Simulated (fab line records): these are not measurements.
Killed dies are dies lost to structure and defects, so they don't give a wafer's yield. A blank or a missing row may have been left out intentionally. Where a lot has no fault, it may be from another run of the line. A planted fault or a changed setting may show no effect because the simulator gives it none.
Chamber matching | flow n5 finfet | rie diel-05 running N5_BEOL_M14_DESCUM_33: 4 sister chambers
The step chemistry O2, time 7.9 s. 4 wafers are shown with their chamber, then 9 later ones without.

## WAFERS PAIRED WITH THEIR CHAMBERS
wafer  | chamber | showerhead plenum p Torr (Torr)
L079.1 | 1       | 2.03
L080.1 | 2       | 2.14
L085.5 | 0       | 2.02
L085.6 | 3       | 2.20

## WAFERS WHOSE CHAMBER IS MISSING
wafer  | showerhead plenum p Torr (Torr)
L087.3 | 2.02
L087.4 | 2.20
L087.5 | 2.13
L086.1 | 2.20
L086.3 | 2.02
L086.4 | 2.02
L096.1 | 2.19
L096.4 | 2.12
L096.5 | 2.19

## WHICH CHAMBER EACH WENT THROUGH
wafer  | from the rows above     | in truth
L087.3 | can't be placed: 0 or 1 | 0
L087.4 | 3                       | 3
L087.5 | 2                       | 2
L086.1 | 3                       | 3
L086.3 | can't be placed: 0 or 1 | 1
L086.4 | can't be placed: 0 or 1 | 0
L096.1 | 3                       | 3
L096.4 | 2                       | 2
L096.5 | 3                       | 3
6 of 9 placed correctly. From these rows, 3 cannot be placed; in 3 the true chamber is one of the candidates. Placed wrongly: 0.
How it was worked out, from the rows above alone: a wafer's distance from a chamber is the root of the sum, over the readings, of the square of ((its reading less the chamber's mean) divided by the reading's scatter). The wafer belongs to the nearest chamber; if the next one is less than 2 further off, it can't be placed. A chamber's mean is the mean of its shown wafers. The scatter: root of mean squared gap, hidden wafer to nearest shown wafer, with one shown wafer a chamber.
